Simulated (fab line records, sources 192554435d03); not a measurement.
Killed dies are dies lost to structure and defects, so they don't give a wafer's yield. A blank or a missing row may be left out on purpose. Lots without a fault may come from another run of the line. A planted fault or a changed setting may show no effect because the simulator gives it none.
fab line records | flow n5_finfet
record lots=5 wafers=15 last_day=16
route steps=1938 shown BEOL_M2@848
lots that met no fault: from a run of the same line without faults
start_h: hours from the record's first day to the start of the lot's first wafer shown | wait_h: hours since the lot's step before | " the same as in the row above | L1.1+2: a row that stands for several wafers | - no value, or no start given | * or withheld: withheld | < > ~ a bound
route shown NAME@n: a module of which the file shows steps, and the number in the route of the first | usual: mean/standard deviation of fault-free wafers | same: alike in all rows | chamber/n: place in a boat | sites: the reading at each site | _std_site: their standard deviation | _edge_site: outer sites' mean less inner sites' | radius_mm: how far each site lies from the wafer's centre | mask NAME#n: copy n | behind: the tool/chamber that last shaped the wafer | hold: why the lot was held/for how many hours/how that ended | device: the transistor (n, p or np) that didn't switch | end of line: the same wafers' tests at the end of the route | a step without rows: its recipe alone | killed: dies lost to structure and defects at the first sort, not the wafer's yield | map: a wafer's dies, x killed, . not, _ none there
set.NAME: the setting as run; set.NAME@STEP: as run at that earlier step | model.NAME: the simulator's own value behind a step, which no gauge read
lots at some steps of the route; a table a step, a row a wafer
services: from which hour (start_h, from the record's first day; less than 0 if before it) a tool's chamber was out of use, for how many hours, and why
## steps
# step N5_BEOL_M2_COAT_05
# recipe resist=CAR-EUV spin_rpm=1500 resist_thk_nm=30
# columns lot.wafer tool chamber start_h wait_h
L075.1+2+4 litho_track-03 0 - -
L078.4+5+6 litho_track-03 0 - -
L081.1+3+6 litho_track-03 0 - -
L082.1+2+6 litho_track-04 0 - -
L090.4+5+6 litho_track-03 0 - -
# step N5_BEOL_M2_EBR_07
# recipe solvent=PGMEA ebr_width_mm=1.5
# columns lot.wafer tool chamber start_h wait_h
L075.1+2+4 litho_track-03 0 - -
L078.4+5+6 litho_track-03 0 - -
L081.1+3+6 litho_track-03 0 - -
L082.1+2+6 litho_track-04 0 - -
L090.4+5+6 litho_track-03 0 - -
# step N5_BEOL_M2_SOFTBAKE_06
# recipe temp_c=110 time_s=60 resist=CAR-EUV
# columns lot.wafer tool chamber start_h wait_h
L075.1+2+4 litho_track-03 0 - -
L078.4+5+6 litho_track-03 0 - -
L081.1+3+6 litho_track-03 0 - -
L082.1+2+6 litho_track-04 0 - -
L090.4+5+6 litho_track-03 0 - -
# step N5_BEOL_M2_EXPOSE_08
# recipe mask_id=M2 na=0.33 source_shape=dipole sigma_inner=0.369 sigma_outer=0.767 polarization=unpolarized dose_mj=41.25
# usual focus_offset_nm=0.0/0.5
# same dipole_opening_deg=79.7
# columns lot.wafer tool chamber start_h wait_h mask focus_offset_nm
L075.1 euv_scanner-01 0 144.80 - M2#0 0.3
L075.2 " 0 " " M2#0 -0.5
L075.4 " 0 " " M2#0 -0.2
L078.4 euv_scanner-01 0 160.14 - M2#0 0.4
L078.5 " 0 " " M2#0 0.9
L078.6 " 0 " " M2#0 -0.1
L081.1 euv_scanner-01 0 191.83 - M2#0 -0.1
L081.3 " 0 " " M2#0 0.2
L081.6 " 0 " " M2#0 0.3
L082.1 euv_scanner-02 0 205.12 - M2#0 -0.2
L082.2 " 0 " " M2#0 0.7
L082.6 " 0 " " M2#0 0.0
L090.4 euv_scanner-01 0 237.57 - M2#0 -0.8
L090.5 " 0 " " M2#0 -0.3
L090.6 " 0 " " M2#0 0.7
# step N5_BEOL_M2_PEB_09
# recipe peb_temp_c=100 peb_time_s=60 resist=CAR-EUV
# columns lot.wafer tool chamber start_h wait_h
L075.1+2+4 litho_track-02 0 144.86 0.1
L078.4+5+6 litho_track-03 0 160.18 0.0
L081.1+3+6 litho_track-02 0 191.90 0.1
L082.1+2+6 litho_track-04 0 205.18 0.1
L090.4+5+6 litho_track-02 0 237.61 0.0
# step N5_BEOL_M2_DEVELOP_10
# recipe develop_time_s=30 developer=TMAH resist=CAR-EUV rinse_liquid=surfactant_rinse dry=air_spin dev_temp_c=23
# columns lot.wafer tool chamber start_h wait_h
L075.1+2+4 litho_track-02 0 - -
L078.4+5+6 litho_track-03 0 - -
L081.1+3+6 litho_track-02 0 - -
L082.1+2+6 litho_track-04 0 - -
L090.4+5+6 litho_track-02 0 - -
# step N5_BEOL_M2_CD_MEAS_11
# recipe target_cd_nm=16.79 landing_energy_ev=500 detector=se_inlens polarity=opening
# usual cd_nm=16.79/0.22
# columns lot.wafer tool chamber start_h wait_h cd_nm
L075.1 cd_sem-02 0 144.93 - 16.67
L075.2 " 0 " " 17.27
L075.4 " 0 " " 16.81
L078.4 cd_sem-03 0 160.25 - 17.00
L078.5 " 0 " " 16.90
L078.6 " 0 " " 16.64
L081.1 cd_sem-03 0 191.97 - 16.58
L081.3 " 0 " " 17.05
L081.6 " 0 " " 17.03
L082.1 cd_sem-03 0 205.25 - 17.10
L082.2 " 0 " " 17.04
L082.6 " 0 " " 16.87
L090.4 cd_sem-01 0 237.68 - 16.70
L090.5 " 0 " " 16.72
L090.6 " 0 " " 16.86
# step N5_BEOL_M2_OVL_MEAS_12
# recipe points_per_wafer=522
# usual M2_OVL=0.2/0.72
# same points_per_wafer=522
# columns lot.wafer tool chamber start_h wait_h M2_OVL[nm]
L075.1 overlay-01 0 144.96 0.0 1.3
L075.2 " 0 " " 0.1
L075.4 " 0 " " -0.1
L078.4 overlay-02 0 160.29 0.0 0.1
L078.5 " 0 " " 1.4
L078.6 " 0 " " 0.0
L081.1 overlay-01 0 192.00 0.0 0.3
L081.3 " 0 " " -1.6
L081.6 " 0 " " 1.4
L082.1 overlay-01 0 205.28 0.0 0.4
L082.2 " 0 " " -0.8
L082.6 " 0 " " -0.9
L090.4 overlay-02 0 237.73 0.0 0.7
L090.5 " 0 " " -0.4
L090.6 " 0 " " 0.3
# step N5_BEOL_M2_INSPECT_13
# recipe mode=adi inspect_instrument=brightfield
# usual raw_defect_count=402/86
# columns lot.wafer tool chamber start_h wait_h raw_defect_count
L075.1 defect_inspect-02 - 145.02 0.1 341
L075.2 " - " " 347
L075.4 " - " " 444
L078.4 defect_inspect-01 - 160.34 0.0 365
L078.5 " - " " 486
L078.6 " - " " 532
L081.1 defect_inspect-02 - 192.05 0.1 449
L081.3 " - " " 588
L081.6 " - " " 574
L082.1 defect_inspect-01 - 205.34 0.1 357
L082.2 " - " " 507
L082.6 " - " " 486
L090.4 defect_inspect-02 - 237.77 0.0 273
L090.5 " - " " 365
L090.6 " - " " 328
# step N5_BEOL_M2_DESCUM_16
# recipe chemistry=O2 time_s=7 source_power_w=50 bias_power_w=20 pressure_mtorr=20 rf_frequency_hz=2.712e+07 temp_c=40 resist=CAR-EUV o2_flow_sccm=225
# usual drypump_motor_current_A=6.0/0.39 oes_product_au=0.78/0.094 rf_vpp_V=243.3/1.2 showerhead_plenum_p_Torr=2.10/0.054 throttle_valve_pct=20.48/0.17
# columns lot.wafer tool chamber start_h wait_h drypump_motor_current_A oes_product_au rf_hours_counter_h rf_vpp_V showerhead_plenum_p_Torr throttle_valve_pct
L075.1 rie_diel-03 2 145.05 0.0 5.8 0.71 169 242.7 2.09 20.58
L075.2 " 3 " " 6.1 0.71 222 242.6 2.06 20.47
L075.4 " 1 " " 6.0 0.68 237 242.9 2.06 20.75
L078.4 rie_diel-03 3 160.39 0.0 6.2 0.70 - 243.7 2.06 20.47
L078.5 " 2 " " 5.8 0.71 - 243.0 2.08 20.57
L078.6 " 1 " " 6.0 0.69 - 243.2 2.06 20.76
L081.1 rie_diel-01 1 192.34 0.3 6.6 0.72 204 244.1 2.06 20.61
L081.3 " 2 " " 5.9 0.75 151 243.0 2.09 20.27
L081.6 " 1 " " 6.6 0.72 - 243.4 2.06 20.61
L082.1 rie_diel-03 3 205.37 0.0 6.1 0.69 247 242.6 2.05 20.50
L082.2 " 2 " " 5.8 0.71 193 243.7 2.08 20.59
L082.6 " 2 " " 5.8 0.70 - 243.2 2.08 20.61
L090.4 rie_diel-01 2 237.82 0.0 5.9 0.73 - 242.3 2.09 20.29
L090.5 " 0 " " 6.5 0.84 - 245.6 2.21 20.49
L090.6 " 3 " " 6.1 0.82 - 243.9 2.12 20.57
# step N5_BEOL_M2_ETCH_74
# recipe chemistry=N2/H2 target=underlayer target_depth_a=65 mask_material=CAR-EUV time_s=5.2 ion_energy_ev=200 pressure_mtorr=30 source_w=840 bias_w=150 n2_flow_sccm=200 h2_flow_sccm=200 ends=cleared
# usual bias_w=150.0/0.43 drypump_motor_current_A=6.0/0.39 etch_rf_on_time_s=5.21/0.081 n2_flow_sccm=200.0/0.63 oes_product_au=0.67/0.08 rf_vpp_V=524.3/2.2 showerhead_plenum_p_Torr=2.56/0.066 throttle_valve_pct=17.96/0.19
# columns lot.wafer tool chamber start_h wait_h bias_w drypump_motor_current_A etch_rf_on_time_s n2_flow_sccm oes_product_au rf_hours_counter_h rf_vpp_V showerhead_plenum_p_Torr throttle_valve_pct
L075.1 rie_diel-03 2 145.09 0.0 150.3 5.8 5.40 200.1 0.60 169 524.3 2.54 17.99
L075.2 " 3 " " 149.9 6.2 5.24 200.4 0.61 222 523.3 2.51 17.93
L075.4 " 1 " " 149.9 6.0 5.30 198.9 0.58 237 521.1 2.51 18.33
L078.4 rie_diel-03 3 160.41 0.0 149.5 6.2 5.21 200.1 0.60 - 523.4 2.51 17.94
L078.5 " 2 " " 149.9 5.8 5.43 198.9 0.59 - 523.3 2.54 17.99
L078.6 " 1 " " 150.7 6.0 5.21 200.0 0.58 - 522.5 2.51 18.32
L081.1 rie_diel-01 1 192.37 0.0 149.9 6.7 5.16 200.8 0.62 204 521.9 2.52 18.21
L081.3 " 2 " " 150.0 5.9 5.24 199.8 0.64 151 523.7 2.55 17.80
L081.6 " 1 " " 149.5 6.7 5.18 199.6 0.61 - 523.5 2.52 18.19
L082.1 rie_diel-03 3 205.41 0.0 150.5 6.2 5.21 200.4 0.58 247 524.3 2.50 17.98
L082.2 " 2 " " 149.4 5.8 5.45 200.1 0.59 193 522.3 2.53 18.04
L082.6 " 2 " " 150.2 5.8 5.39 200.0 0.59 - 522.6 2.53 18.06
L090.4 rie_diel-01 2 237.84 0.0 149.9 5.9 5.23 200.6 0.63 - 524.2 2.54 17.83
L090.5 " 0 " " 149.9 6.5 5.19 199.8 0.72 - 526.5 2.69 17.91
L090.6 " 3 " " 149.8 6.1 5.16 199.6 0.70 - 523.4 2.57 17.98
# step N5_BEOL_M2_ETCH_63
# recipe chemistry=CF4 target=SiARC target_depth_a=156 mask_material=CAR-EUV time_s=26 ion_energy_ev=80 pressure_mtorr=40 source_w=545 bias_w=36 Ar_flow_sccm=100 cf4_flow_sccm=100 ends=cleared
# usual bias_w=36.02/0.12 drypump_motor_current_A=6.0/0.39 etch_rf_on_time_s=26.1/0.36 oes_product_au=0.67/0.08 rf_vpp_V=184.2/1.1 showerhead_plenum_p_Torr=2.16/0.054 throttle_valve_pct=15.69/0.19
# columns lot.wafer tool chamber start_h wait_h bias_w drypump_motor_current_A etch_rf_on_time_s oes_product_au rf_hours_counter_h rf_vpp_V showerhead_plenum_p_Torr throttle_valve_pct
L075.1 rie_diel-03 2 145.10 0.0 36.00 5.8 26.7 0.61 169 182.7 2.13 15.73
L075.2 " 3 " " 35.94 6.1 26.0 0.61 222 183.6 2.11 15.73
L075.4 " 1 " " 36.12 6.0 26.0 0.59 237 183.3 2.11 15.97
L078.4 rie_diel-03 3 160.43 0.0 35.82 6.1 26.3 0.59 - 184.9 2.11 15.76
L078.5 " 2 " " 36.19 5.8 26.9 0.61 - 185.3 2.13 15.77
L078.6 " 1 " " 35.99 6.0 26.3 0.58 - 182.1 2.11 15.97
L081.1 rie_diel-01 1 192.39 0.0 35.84 6.6 25.9 0.62 204 184.9 2.13 15.91
L081.3 " 2 " " 36.06 5.9 26.2 0.64 151 183.8 2.15 15.49
L081.6 " 1 " " 35.89 6.7 25.8 0.61 - 183.0 2.13 15.92
L082.1 rie_diel-03 3 205.42 0.0 36.06 6.2 26.1 0.59 247 183.7 2.10 15.79
L082.2 " 2 " " 35.99 5.8 26.5 0.60 193 183.7 2.12 15.80
L082.6 " 2 " " 35.75 5.8 26.3 0.60 - 183.8 2.12 15.81
L090.4 rie_diel-01 2 237.87 0.0 35.81 5.9 26.5 0.62 - 182.9 2.14 15.55
L090.5 " 0 " " 36.02 6.5 26.3 0.72 - 184.9 2.26 15.69
L090.6 " 3 " " 35.85 6.1 26.0 0.71 - 184.0 2.17 15.68
# step N5_BEOL_M2_ETCH_64
# recipe chemistry=N2/H2 target=SOC target_depth_a=750 overetch_a=225 mask_material=SiARC temp_c=40 time_s=121.9 ion_energy_ev=200 pressure_mtorr=30 source_w=840 bias_w=150 n2_flow_sccm=200 h2_flow_sccm=200
# usual bias_w=150.0/0.45 drypump_motor_current_A=6.0/0.39 n2_flow_sccm=200.0/0.61 oes_product_au=0.59/0.069 rf_vpp_V=524.5/2 showerhead_plenum_p_Torr=2.56/0.066 throttle_valve_pct=17.92/0.19
# columns lot.wafer tool chamber start_h wait_h bias_w drypump_motor_current_A n2_flow_sccm oes_product_au rf_hours_counter_h rf_vpp_V showerhead_plenum_p_Torr throttle_valve_pct
L075.1 rie_diel-03 2 145.13 0.0 149.7 5.8 200.8 0.55 169 524.0 2.54 17.97
L075.2 " 3 " " 150.5 6.2 200.2 0.54 222 523.5 2.51 17.89
L075.4 " 1 " " 149.6 6.0 199.8 0.52 237 523.4 2.51 18.24
L078.4 rie_diel-03 3 160.50 0.1 150.2 6.2 199.8 0.54 - 523.5 2.51 17.90
L078.5 " 2 " " 149.9 5.8 199.5 0.54 - 525.5 2.54 17.97
L078.6 " 1 " " 150.4 6.0 200.0 0.52 - 524.2 2.51 18.28
L081.1 rie_diel-01 1 192.42 0.0 150.4 6.6 200.5 0.55 204 523.7 2.52 18.17
L081.3 " 2 " " 150.6 5.9 199.6 0.56 151 523.9 2.55 17.76
L081.6 " 1 " " 149.8 6.6 201.0 0.55 - 522.5 2.52 18.15
L082.1 rie_diel-03 3 205.45 0.0 149.8 6.2 199.7 0.53 247 524.1 2.50 17.92
L082.2 " 2 " " 150.1 5.8 200.2 0.53 193 522.6 2.53 18.00
L082.6 " 2 " " 150.1 5.8 199.5 0.54 - 524.5 2.53 18.00
L090.4 rie_diel-01 2 237.94 0.1 149.8 5.9 200.4 0.56 - 522.6 2.54 17.77
L090.5 " 0 " " 149.6 6.5 200.4 0.64 - 530.3 2.69 17.88
L090.6 " 3 " " 150.8 6.1 199.5 0.63 - 525.1 2.57 17.93
# step N5_BEOL_M2_STRIP_65
# recipe chemistry=N2/H2 temp_c=40 n2_flow_sccm=200 h2_flow_sccm=200 rf_frequency_hz=6e+07
# columns lot.wafer tool chamber start_h wait_h
L075.1+2+4 rie_diel-03 2,3,1 145.24 0.1
L078.4+5+6 rie_diel-03 3,2,1 160.57 0.0
L081.1+3+6 rie_diel-01 1,2,1 192.53 0.1
L082.1+2+6 rie_diel-03 3,2,2 205.56 0.1
L090.4+5+6 rie_diel-01 2,0,3 238.00 0.0
# step N5_BEOL_M2_STRIP_75
# recipe chemistry=N2/H2 temp_c=40 n2_flow_sccm=200 h2_flow_sccm=200 rf_frequency_hz=6e+07
# columns lot.wafer tool chamber start_h wait_h
L075.1+2+4 rie_diel-03 2,3,1 145.25 0.0
L078.4+5+6 rie_diel-03 3,2,1 160.58 0.0
L081.1+3+6 rie_diel-01 1,2,1 192.54 0.0
L082.1+2+6 rie_diel-03 3,2,2 205.57 0.0
L090.4+5+6 rie_diel-01 2,0,3 238.01 0.0
# step N5_BEOL_M2_STRIP_66
# recipe chemistry=CF4 resist=SiARC power_w=300 bias_power_w=75 pressure_mtorr=50 cf4_flow_sccm=150 rf_frequency_hz=6e+07
# usual drypump_motor_current_A=6.0/0.39 oes_product_au=0.77/0.088 rf_vpp_V=271.4/1.2 showerhead_plenum_p_Torr=1.81/0.044 throttle_valve_pct=13.66/0.2
# columns lot.wafer tool chamber start_h wait_h drypump_motor_current_A oes_product_au rf_hours_counter_h rf_vpp_V showerhead_plenum_p_Torr throttle_valve_pct
L075.1 rie_diel-03 2 145.26 0.0 5.8 0.72 169 270.0 1.79 13.76
L075.2 " 3 " " 6.1 0.70 222 270.1 1.78 13.75
L075.4 " 1 " " 6.0 0.69 238 269.7 1.77 13.97
L078.4 rie_diel-03 3 160.59 0.0 6.1 0.70 - 270.9 1.77 13.78
L078.5 " 2 " " 5.8 0.71 - 270.9 1.79 13.77
L078.6 " 1 " " 6.0 0.68 - 270.5 1.77 13.98
L081.1 rie_diel-01 1 192.55 0.0 6.7 0.71 204 271.6 1.78 13.90
L081.3 " 2 " " 5.9 0.74 151 270.9 1.80 13.47
L081.6 " 1 " " 6.6 0.71 - 271.7 1.78 13.91
L082.1 rie_diel-03 3 205.58 0.0 6.1 0.69 247 270.9 1.77 13.82
L082.2 " 2 " " 5.8 0.70 193 270.8 1.78 13.80
L082.6 " 2 " " 5.8 0.70 - 272.4 1.78 13.81
L090.4 rie_diel-01 2 238.02 0.0 5.9 0.73 - 270.0 1.79 13.50
L090.5 " 0 " " 6.5 0.85 - 273.7 1.90 13.62
L090.6 " 3 " " 6.1 0.81 - 270.9 1.82 13.64
# step N5_BEOL_M2_HM_OPEN_17
# recipe chemistry=Cl2/BCl3 target_depth_a=200 overetch_a=60 target=TiN mask_material=SOC ion_energy_ev=150 pressure_mtorr=10 icp_w=1000 bias_w=126 Cl2_flow_sccm=53.25 bcl3_flow_sccm=21.75 Ar_flow_sccm=25
# usual bias_w=126.0/0.36 drypump_motor_current_A=5.9/0.37 oes_product_au=0.66/0.086 throttle_valve_pct=22.08/0.13
# columns lot.wafer tool chamber start_h wait_h bias_w drypump_motor_current_A oes_product_au rf_hours_counter_h throttle_valve_pct
L075.1 rie_metal-01 0 145.30 0.0 125.9 5.4 0.60 77 22.18
L075.2 " 1 " " 125.9 5.3 0.53 119 22.00
L075.4 " 1 " " 126.4 5.3 0.53 - 21.98
L078.4 rie_metal-01 1 160.65 0.1 126.0 5.4 0.52 - 22.01
L078.5 " 1 " " 125.8 5.3 0.53 - 21.99
L078.6 " 0 " " 126.0 5.5 0.59 - 22.18
L081.1 rie_metal-03 1 192.59 0.0 126.7 6.0 0.77 5 21.92
L081.3 " 1 " " 126.5 5.9 0.78 - 21.91
L081.6 " 1 " " 126.8 5.9 0.78 - 21.92
L082.1 rie_metal-03 1 205.63 0.0 125.8 6.0 0.78 6 21.92
L082.2 " 0 " " 126.2 6.5 0.71 22 21.97
L082.6 " 0 " " 126.6 6.5 0.72 - 21.98
L090.4 rie_metal-02 0 238.08 0.1 126.3 5.7 0.59 - 22.25
L090.5 " 1 " " 125.8 6.2 0.72 - 22.00
L090.6 " 0 " " 126.0 5.7 0.59 - 22.26
# step N5_BEOL_M2_STRIP_19
# recipe chemistry=O2 power_w=400 temp_c=40 pressure_mtorr=30 rf_frequency_hz=6e+07 bias_power_w=0 overash_fraction=0.2 o2_flow_sccm=225
# usual drypump_motor_current_A=6.0/0.38 oes_product_au=0.77/0.089 rf_vpp_V=3.6/0.5 showerhead_plenum_p_Torr=2.10/0.051 throttle_valve_pct=16.74/0.15
# columns lot.wafer tool chamber start_h wait_h drypump_motor_current_A oes_product_au rf_hours_counter_h rf_vpp_V showerhead_plenum_p_Torr throttle_valve_pct
L075.1 rie_diel-03 3 145.43 0.1 6.1 0.70 222 3.7 2.06 16.76
L075.2 " 2 " " 5.8 0.71 169 3.8 2.09 16.82
L075.4 " 1 " " 6.0 0.68 238 4.1 2.06 17.00
L078.4 rie_diel-04 1 160.81 0.1 5.7 0.78 132 3.0 2.18 16.88
L078.5 " 3 " " 6.0 0.69 - 3.3 2.07 16.82
L078.6 " 0 " " 5.4 0.70 - 3.3 2.07 16.71
L081.1 rie_diel-03 0 192.79 0.2 5.5 0.69 231 3.4 2.15 16.68
L081.3 " 3 " " 6.1 0.69 241 3.0 2.06 16.79
L081.6 " 3 " " 6.1 0.69 - 4.1 2.06 16.78
L082.1 rie_diel-03 1 205.74 0.1 6.0 0.98 1 3.2 2.06 16.56
L082.2 " 2 " " 5.8 0.70 193 4.2 2.08 16.89
L082.6 " 0 " " 5.5 0.68 - 3.5 2.15 16.69
L090.4 rie_diel-04 1 238.18 0.1 5.7 0.75 161 5.0 2.17 16.92
L090.5 " 3 " " 6.0 0.92 - 4.5 2.06 16.41
L090.6 " 2 " " 5.1 0.71 - 3.4 2.07 16.96
# step N5_BEOL_M2_CD_MEAS_18
# recipe pitch_nm=36 target_cd_nm=18
# usual cd_nm=18.02/0.29
# columns lot.wafer tool chamber start_h wait_h cd_nm
L075.1 cd_sem-01 - 145.50 0.0 18.02
L075.2 " - " " 18.01
L075.4 " - " " 18.09
L078.4 cd_sem-01 - 160.88 0.1 17.52
L078.5 " - " " 18.18
L078.6 " - " " 17.55
L081.1 cd_sem-03 - 192.86 0.0 18.12
L081.3 " - " " 17.94
L081.6 " - " " 18.30
L082.1 cd_sem-01 - 205.81 0.0 18.17
L082.2 " - " " 18.20
L082.6 " - " " 18.28
L090.4 cd_sem-03 - 238.26 0.1 17.94
L090.5 " - " " 17.67
L090.6 " - " " 17.73
# step N5_BEOL_M2_COAT_67
# recipe resist=SOC temp_c=250 time_s=60 spin_rpm=1500 resist_thk_nm=60
# columns lot.wafer tool chamber start_h wait_h
L075.1+2+4 litho_track-04 0 145.54 0.0
L078.4+5+6 litho_track-02 0 160.91 0.0
L081.1+3+6 litho_track-04 0 192.90 0.0
L082.1+2+6 litho_track-02 0 205.84 0.0
L090.4+5+6 litho_track-02 0 238.29 0.0
# step N5_BEOL_M2_COAT_68
# recipe resist=SiARC temp_c=220 time_s=60 spin_rpm=1500 resist_thk_nm=12
# columns lot.wafer tool chamber start_h wait_h
L075.1+2+4 litho_track-04 0 - -
L078.4+5+6 litho_track-02 0 - -
L081.1+3+6 litho_track-04 0 - -
L082.1+2+6 litho_track-02 0 - -
L090.4+5+6 litho_track-02 0 - -
# step N5_BEOL_M2_COAT_76
# recipe resist=underlayer temp_c=205 time_s=60 spin_rpm=1500 resist_thk_nm=5
# columns lot.wafer tool chamber start_h wait_h
L075.1+2+4 litho_track-04 0 - -
L078.4+5+6 litho_track-02 0 - -
L081.1+3+6 litho_track-04 0 - -
L082.1+2+6 litho_track-02 0 - -
L090.4+5+6 litho_track-02 0 - -
# step N5_BEOL_M2_COAT_22
# recipe resist=CAR-EUV spin_rpm=1500 resist_thk_nm=30
# columns lot.wafer tool chamber start_h wait_h
L075.1+2+4 litho_track-04 0 - -
L078.4+5+6 litho_track-02 0 - -
L081.1+3+6 litho_track-04 0 - -
L082.1+2+6 litho_track-02 0 - -
L090.4+5+6 litho_track-02 0 - -
# step N5_BEOL_M2_EBR_24
# recipe solvent=PGMEA ebr_width_mm=1.5
# columns lot.wafer tool chamber start_h wait_h
L075.1+2+4 litho_track-04 0 - -
L078.4+5+6 litho_track-02 0 - -
L081.1+3+6 litho_track-04 0 - -
L082.1+2+6 litho_track-02 0 - -
L090.4+5+6 litho_track-02 0 - -
# step N5_BEOL_M2_SOFTBAKE_23
# recipe temp_c=110 time_s=60 resist=CAR-EUV
# columns lot.wafer tool chamber start_h wait_h
L075.1+2+4 litho_track-04 0 - -
L078.4+5+6 litho_track-02 0 - -
L081.1+3+6 litho_track-04 0 - -
L082.1+2+6 litho_track-02 0 - -
L090.4+5+6 litho_track-02 0 - -
# step N5_BEOL_M2_EXPOSE_25
# recipe mask_id=V1 na=0.33 source_shape=quasar sigma_inner=0.2 sigma_outer=0.8 polarization=unpolarized defocus_nm=5 dose_mj=63
# same dipole_opening_deg=30
# columns lot.wafer tool chamber start_h wait_h mask
L075.1+2+4 euv_scanner-01 0 145.68 - V1#0
L078.4+5+6 euv_scanner-01 0 161.08 - V1#0
L081.1+3+6 euv_scanner-01 0 193.16 - V1#0
L082.1+2+6 euv_scanner-01 0 206.10 - V1#0
L090.4+5+6 euv_scanner-02 0 238.58 - V1#0
# step N5_BEOL_M2_PEB_26
# recipe peb_temp_c=100 peb_time_s=60 resist=CAR-EUV
# columns lot.wafer tool chamber start_h wait_h
L075.1+2+4 litho_track-03 0 145.76 0.1
L078.4+5+6 litho_track-02 0 161.13 0.0
L081.1+3+6 litho_track-02 0 193.24 0.1
L082.1+2+6 litho_track-04 0 206.18 0.1
L090.4+5+6 litho_track-02 0 238.63 0.0
# step N5_BEOL_M2_DEVELOP_27
# recipe develop_time_s=30 developer=TMAH resist=CAR-EUV rinse_liquid=surfactant_rinse dry=air_spin dev_temp_c=23
# columns lot.wafer tool chamber start_h wait_h
L075.1+2+4 litho_track-03 0 - -
L078.4+5+6 litho_track-02 0 - -
L081.1+3+6 litho_track-02 0 - -
L082.1+2+6 litho_track-04 0 - -
L090.4+5+6 litho_track-02 0 - -
# step N5_BEOL_M2_CD_MEAS_28
# recipe target_cd_nm=26.2 landing_energy_ev=500 detector=se_inlens target_cd_y_nm=24.1 polarity=opening
# usual cd_nm=26.29/0.22
# columns lot.wafer tool chamber start_h wait_h cd_nm
L075.1 cd_sem-03 0 145.82 - 25.95
L075.2 " 0 " " 26.27
L075.4 " 0 " " 26.28
L078.4 cd_sem-03 0 161.20 - 26.53
L078.5 " 0 " " 26.50
L078.6 " 0 " " 26.26
L081.1 cd_sem-03 0 193.30 - 26.43
L081.3 " 0 " " 25.71
L081.6 " 0 " " 26.38
L082.1 cd_sem-01 0 206.25 - 26.11
L082.2 " 0 " " 26.05
L082.6 " 0 " " 26.48
L090.4 cd_sem-03 0 238.70 - 26.69
L090.5 " 0 " " 26.33
L090.6 " 0 " " 25.92
# step N5_BEOL_M2_OVL_MEAS_29
# recipe points_per_wafer=522
# usual V1_OVL=0.5/0.8
# same points_per_wafer=522
# columns lot.wafer tool chamber start_h wait_h V1_OVL[nm]
L075.1 overlay-01 0 145.85 0.0 0.2
L075.2 " 0 " " 2.7
L075.4 " 0 " " 1.1
L078.4 overlay-01 0 161.24 0.0 1.7
L078.5 " 0 " " -1.0
L078.6 " 0 " " 0.8
L081.1 overlay-01 0 193.33 0.0 1.8
L081.3 " 0 " " 1.5
L081.6 " 0 " " -0.3
L082.1 overlay-02 0 206.28 0.0 0.2
L082.2 " 0 " " 0.7
L082.6 " 0 " " 1.4
L090.4 overlay-02 0 238.75 0.0 -0.2
L090.5 " 0 " " 0.7
L090.6 " 0 " " -0.9
# step N5_BEOL_M2_INSPECT_30
# recipe mode=adi inspect_instrument=brightfield
# usual raw_defect_count=409/91
# columns lot.wafer tool chamber start_h wait_h raw_defect_count
L075.1 defect_inspect-01 - 145.91 0.1 375
L075.2 " - " " 377
L075.4 " - " " 479
L078.4 defect_inspect-01 - 161.29 0.0 374
L078.5 " - " " 474
L078.6 " - " " 508
L081.1 defect_inspect-01 - 193.39 0.1 505
L081.3 " - " " 643
L081.6 " - " " 607
L082.1 defect_inspect-01 - 206.34 0.1 358
L082.2 " - " " 473
L082.6 " - " " 497
L090.4 defect_inspect-01 - 238.79 0.0 300
L090.5 " - " " 404
L090.6 " - " " 345
# step N5_BEOL_M2_DESCUM_33
# recipe chemistry=O2 time_s=7 source_power_w=50 bias_power_w=20 pressure_mtorr=20 rf_frequency_hz=2.712e+07 temp_c=40 resist=CAR-EUV o2_flow_sccm=225
# usual drypump_motor_current_A=5.8/0.37 oes_product_au=0.78/0.11 rf_vpp_V=243.2/1.1 showerhead_plenum_p_Torr=2.09/0.047 throttle_valve_pct=20.46/0.21
# columns lot.wafer tool chamber start_h wait_h drypump_motor_current_A oes_product_au rf_hours_counter_h rf_vpp_V showerhead_plenum_p_Torr throttle_valve_pct
L075.1 rie_diel-03 1 146.14 0.2 6.0 0.69 238 244.6 2.06 20.74
L075.2 " 2 " " 5.8 0.71 169 241.7 2.08 20.58
L075.4 " 3 " " 6.1 0.70 223 243.3 2.06 20.45
L078.4 rie_diel-03 1 161.34 0.0 6.0 0.68 - 242.0 2.06 20.76
L078.5 " 3 " " 6.2 0.70 - 243.1 2.06 20.49
L078.6 " 2 " " 5.8 0.71 - 243.1 2.08 20.58
L081.1 rie_diel-03 3 193.43 0.0 6.1 0.69 241 242.7 2.05 20.50
L081.3 " 2 " " 5.8 0.71 187 243.5 2.08 20.61
L081.6 " 0 " " 5.5 0.68 - 244.5 2.15 20.39
L082.1 rie_diel-04 3 206.50 0.2 6.0 0.94 8 242.7 2.06 20.17
L082.2 " 0 " " 5.4 0.69 236 241.0 2.06 20.47
L082.6 " 2 " " 5.1 0.72 - 243.2 2.07 20.68
L090.4 rie_diel-03 0 238.82 0.0 5.5 0.67 249 244.8 2.14 20.42
L090.5 " 3 " " 6.1 1.01 - 242.1 2.05 20.11
L090.6 " 2 " " 5.8 0.70 - 242.2 2.07 20.62
## services
# columns tool chamber start_h hours kind
rie_diel-03 2 120.65 6.2 repair
rie_diel-01 1 121.10 5.2 repair
euv_scanner-01 - 123.21 0.5 repair
euv_scanner-02 - 133.33 5.8 pm
euv_scanner-01 - 139.11 1.0 pm
rie_metal-03 - 144.48 14.6 pm
rie_diel-03 0 155.80 6.7 repair
euv_scanner-02 - 156.67 1.0 pm
euv_scanner-01 - 165.30 17.3 pm
rie_diel-03 1 180.59 - clean
rie_diel-03 1 180.59 - consumable_replace:focus_ring
rie_diel-03 1 180.59 22.5 scheduled_down
rie_diel-03 1 180.59 22.5 vent_cycle
euv_scanner-01 - 182.60 5.8 pm
rie_metal-03 0 184.21 10.9 repair
euv_scanner-02 - 185.16 12.4 repair
rie_metal-02 - 190.48 2.7 repair
euv_scanner-01 - 197.55 1.0 pm
euv_scanner-02 - 212.82 1.0 pm
rie_diel-03 3 213.59 - clean
rie_diel-03 3 213.59 - consumable_replace:focus_ring
euv_scanner-02 - 222.28 11.9 repair
rie_metal-02 - 227.80 2.8 pm
rie_diel-01 1 228.63 16.2 repair
## key
fault none
